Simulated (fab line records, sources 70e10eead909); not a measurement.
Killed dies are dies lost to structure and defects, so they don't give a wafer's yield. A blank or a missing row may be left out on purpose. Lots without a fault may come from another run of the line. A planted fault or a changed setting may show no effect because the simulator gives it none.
Which tool did it? | flow nand_harc | 13 lots, 39 wafers sampled, at 5 steps of a route of 1302

WHAT THE GAUGES READ, wafer by wafer
NHARC_END_SORT_01. Usual: defect_limited_yield 90 %, standard deviation 3.4; killed_at_array 61, standard deviation 24; killed_at_other 1.2, standard deviation 1.3; killed_at_periphery 3.7, standard deviation 2.6; killed_dies 66, standard deviation 23; killed_open 3.3, standard deviation 1.8; killed_short 2.4, standard deviation 1.6.
lot  | measured     | on        | defect_limited_yield (%) | killed_at_array | killed_at_other | killed_at_periphery | killed_dies | killed_open | killed_short | flag
L915 | day 25 07:01 | prober-01 | 93 92 92                 | 39 46 48        | 0 1 0           | 11 8 6              | 50 55 54    | 3 3 4       | 3 4 4        |
L919 | day 26 21:58 | prober-02 | 20 23 23                 | 35 24 31        | 0 1 1           | 507 493 490         | 542 518 522 | 3 1 1       | 3 0 0        | OFF
L920 | day 27 06:35 | prober-02 | 19 18 21                 | 18 34 37        | 1 1 0           | 532 520 495         | 551 555 532 | 4 1 4       | 0 2 0        | OFF

WHICH TOOL RAN EACH LOT (tool, then ch and the chambers of the sampled wafers, then the start)
lot  | NHARC_P_M1_ECD_22              | NHARC_THIN_TSV_DESCUM_14           | NHARC_THIN_TSV_ANNEAL_52         | NHARC_THIN_TSV_ETCH_36
L913 | ecd_cu-01 ch 0,1, day 6 18:13  | rie_diel-05 ch 1,2,3, day 24 09:14 | rtp_anneal-02 ch 0, day 24 13:06 | rie_metal-03 ch 0,1, day 24 15:36
L914 | ecd_cu-01 ch 0,1, day 6 23:08  | rie_diel-07 ch 1,2, day 24 16:17   | rtp_anneal-01 ch 0, day 24 20:13 | rie_metal-02 ch 0,1, day 24 22:32
L915 | ecd_cu-02 ch 0,1, day 7 12:28  | rie_diel-05 ch 1,2, day 24 10:17   | rtp_anneal-01 ch 0, day 24 14:08 | rie_metal-01 ch 0,1, day 24 16:27
L916 | ecd_cu-02 ch 0,1, day 7 19:40  | rie_diel-09 ch 0,1, day 25 11:29   | rtp_anneal-02 ch 0, day 25 15:26 | rie_metal-03 ch 0,1, day 25 18:09
L918 | ecd_cu-01 ch 0,1, day 8 08:04  | rie_diel-05 ch 0,2,3, day 25 17:05 | rtp_anneal-01 ch 0, day 25 20:53 | rie_metal-03 ch 0,1, day 25 23:23
L919 | ecd_cu-01 ch 0,1, day 8 17:26  | rie_diel-09 ch 0,1, day 26 06:55   | rtp_anneal-02 ch 0, day 26 10:55 | rie_metal-01 ch 1, day 26 13:24
L920 | ecd_cu-01 ch 0,1, day 9 10:41  | rie_diel-07 ch 0,1,2, day 26 09:26 | rtp_anneal-01 ch 0, day 26 13:25 | rie_metal-02 ch 0,1, day 26 15:52
L930 | ecd_cu-02 ch 0,1, day 13 16:44 | rie_diel-07 ch 1,2,3, day 32 02:45 | rtp_anneal-01 ch 0, day 32 06:37 | rie_metal-03 ch 0,1, day 32 09:00
L931 | ecd_cu-01 ch 0,1, day 14 01:40 | rie_diel-09 ch 2,3, day 32 03:47   | rtp_anneal-01 ch 0, day 32 07:50 | rie_metal-02 ch 0,1, day 32 10:05
L932 | ecd_cu-01 ch 0,1, day 14 09:19 | rie_diel-09 ch 0,1,3, day 32 11:58 | rtp_anneal-02 ch 0, day 32 15:50 | rie_metal-01 ch 0,1, day 32 18:12
L934 | ecd_cu-02 ch 0,1, day 15 06:54 | rie_diel-05 ch 0,3, day 32 14:28   | rtp_anneal-01 ch 0, day 32 18:23 | rie_metal-02 ch 0,1, day 32 20:46
L933 | ecd_cu-02 ch 0,1, day 15 07:07 | rie_diel-05 ch 0,1,3, day 32 13:14 | rtp_anneal-01 ch 0, day 32 17:05 | rie_metal-03 ch 0,1, day 32 19:27
L936 | ecd_cu-01 ch 0,1, day 15 21:08 | rie_diel-05 ch 1,2, day 33 03:02   | rtp_anneal-01 ch 0, day 33 06:58 | rie_metal-03 ch 0,1, day 33 09:29
- NHARC_P_M1_ECD_22: material Cu, target thk 400 nm.
- NHARC_THIN_TSV_DESCUM_14: chemistry O2, time 3 s.
- NHARC_THIN_TSV_ANNEAL_52: time 90 s.
- NHARC_THIN_TSV_ETCH_36: etches the open film in Cl2/BCl3, target depth 65 nm, time 18.571 s.

WHAT THE TOOLS THEMSELVES READ (means of the sampled wafers that have a number; where no wafer has one, the mark that the record gives instead)
NHARC_P_M1_ECD_22. Usual: bath_heat_duty_pct 6.2 %, standard deviation 0.57.
lot  | tool      | bath_heat_duty_pct (%) | flag
L913 | ecd_cu-01 | 6.0                    |
L914 | ecd_cu-01 | 6.1                    |
L915 | ecd_cu-02 | 6.3                    |
L916 | ecd_cu-02 | 6.5                    |
L918 | ecd_cu-01 | 5.7                    |
L919 | ecd_cu-01 | 6.4                    |
L920 | ecd_cu-01 | 6.1                    |
L930 | ecd_cu-02 | 6.3                    |
L931 | ecd_cu-01 | 6.0                    |
L932 | ecd_cu-01 | 6.7                    |
L934 | ecd_cu-02 | 6.2                    |
L933 | ecd_cu-02 | 6.7                    |
L936 | ecd_cu-01 | 5.7                    |

NHARC_THIN_TSV_DESCUM_14. Usual: drypump_motor_current_A 5.9 A, standard deviation 0.43; o2_flow_sccm 199.9 sccm, standard deviation 0.61; oes_product_au 0.995 a.u., standard deviation 0.015; rf_vpp_V 57.6 V, standard deviation 0.94; showerhead_plenum_p_Torr 1.88 Torr, standard deviation 0.083; throttle_valve_pct 11.311 %, standard deviation 0.0098.
lot  | tool        | drypump_motor_current_A (A) | o2_flow_sccm (sccm) | oes_product_au (a.u.) | rf_vpp_V (V) | showerhead_plenum_p_Torr (Torr) | throttle_valve_pct (%) | flag
L913 | rie_diel-05 | 6.1                         | 199.5               | 0.992                 | 57.4         | 1.90                            | 11.311                 |
L914 | rie_diel-07 | 5.9                         | 200.3               | 0.974                 | 57.9         | 1.89                            | 11.306                 |
L915 | rie_diel-05 | 6.2                         | 200.1               | 1.007                 | 57.4         | 1.90                            | 11.314                 |
L916 | rie_diel-09 | 5.6                         | 200.3               | 0.998                 | 57.3         | 1.81                            | 11.314                 |
L918 | rie_diel-05 | 5.9                         | 199.6               | 0.995                 | 58.5         | 1.90                            | 11.306                 |
L919 | rie_diel-09 | 6.0                         | 200.1               | 1.017                 | 56.9         | 1.83                            | 11.308                 |
L920 | rie_diel-07 | 5.6                         | 200.0               | 0.996                 | 57.9         | 1.88                            | 11.311                 |
L930 | rie_diel-07 | 6.0                         | 199.5               | 0.998                 | 57.3         | 1.89                            | 11.308                 |
L931 | rie_diel-09 | 5.8                         | 200.6               | 0.997                 | 57.8         | 1.91                            | 11.323                 |
L932 | rie_diel-09 | 5.9                         | 200.3               | 1.009                 | 57.2         | 1.88                            | 11.318                 |
L934 | rie_diel-05 | 5.6                         | 199.1               | 0.994                 | 57.7         | 1.95                            | 11.312                 |
L933 | rie_diel-05 | 5.8                         | 200.3               | 0.988                 | 57.7         | 1.95                            | 11.304                 |
L936 | rie_diel-05 | 6.2                         | 199.9               | 0.986                 | 57.1         | 1.84                            | 11.311                 |

NHARC_THIN_TSV_ANNEAL_52. Usual: wafer_temp_C_max 226.23, standard deviation 0.26.
lot  | tool          | wafer_temp_C_max | flag
L913 | rtp_anneal-02 | 226.26           |
L914 | rtp_anneal-01 | 226.23           |
L915 | rtp_anneal-01 | 226.10           |
L916 | rtp_anneal-02 | 226.12           |
L918 | rtp_anneal-01 | 226.34           |
L919 | rtp_anneal-02 | 226.53           |
L920 | rtp_anneal-01 | 225.98           |
L930 | rtp_anneal-01 | 226.16           |
L931 | rtp_anneal-01 | 226.24           |
L932 | rtp_anneal-02 | 226.43           |
L934 | rtp_anneal-01 | 226.25           |
L933 | rtp_anneal-01 | 226.14           |
L936 | rtp_anneal-01 | 226.13           |

NHARC_THIN_TSV_ETCH_36. Usual: drypump_motor_current_A 5.9 A, standard deviation 0.34; oes_product_au 0.993 a.u., standard deviation 0.015.
lot  | tool         | drypump_motor_current_A (A) | oes_product_au (a.u.) | flag
L913 | rie_metal-03 | 5.8                         | 0.969                 |
L914 | rie_metal-02 | 5.5                         | 1.014                 |
L915 | rie_metal-01 | 6.0                         | 0.991                 |
L916 | rie_metal-03 | 6.1                         | 0.988                 |
L918 | rie_metal-03 | 5.8                         | 0.988                 |
L919 | rie_metal-01 | 5.9                         | 1.016                 |
L920 | rie_metal-02 | 5.6                         | 1.022                 |
L930 | rie_metal-03 | 6.1                         | 0.982                 |
L931 | rie_metal-02 | 5.8                         | 1.001                 |
L932 | rie_metal-01 | 6.0                         | 0.984                 |
L934 | rie_metal-02 | 5.8                         | 1.005                 |
L933 | rie_metal-03 | 5.8                         | 0.983                 |
L936 | rie_metal-03 | 5.8                         | 0.983                 |

THE ANSWER, worked out from the rows above alone
Rule: a lot is off if the mean of its wafers that have a number lies more than 3 standard deviations from the usual mean. A lot without any number at a reading at which 4 lots or more have one is off too. The other lots that the step has rows for count as sound. The gauges are gone through in route order, then the tools' own readings, and for those a lot's mean is taken as printed above. The first step at which some lot is off is used, and at that step the reading that is off furthest; a lot without a number counts as furthest.
Off: L919, L920, at NHARC_END_SORT_01 (killed_at_periphery). Neither off nor sound, because the step has no rows for them: L913, L914, L916, L918, L930, L931, L932, L934, L933, L936.
A tool fits if, at a process step before that reading, it ran every lot that is off, and no sound lot after the first of them. The gauges at NHARC_END_SORT_01 are tried like those tools. Can't be told from this: 2 tools fit, ecd_cu-01 at NHARC_P_M1_ECD_22, prober-02 at NHARC_END_SORT_01.

WHAT THE SIMULATOR HAD PUT IN
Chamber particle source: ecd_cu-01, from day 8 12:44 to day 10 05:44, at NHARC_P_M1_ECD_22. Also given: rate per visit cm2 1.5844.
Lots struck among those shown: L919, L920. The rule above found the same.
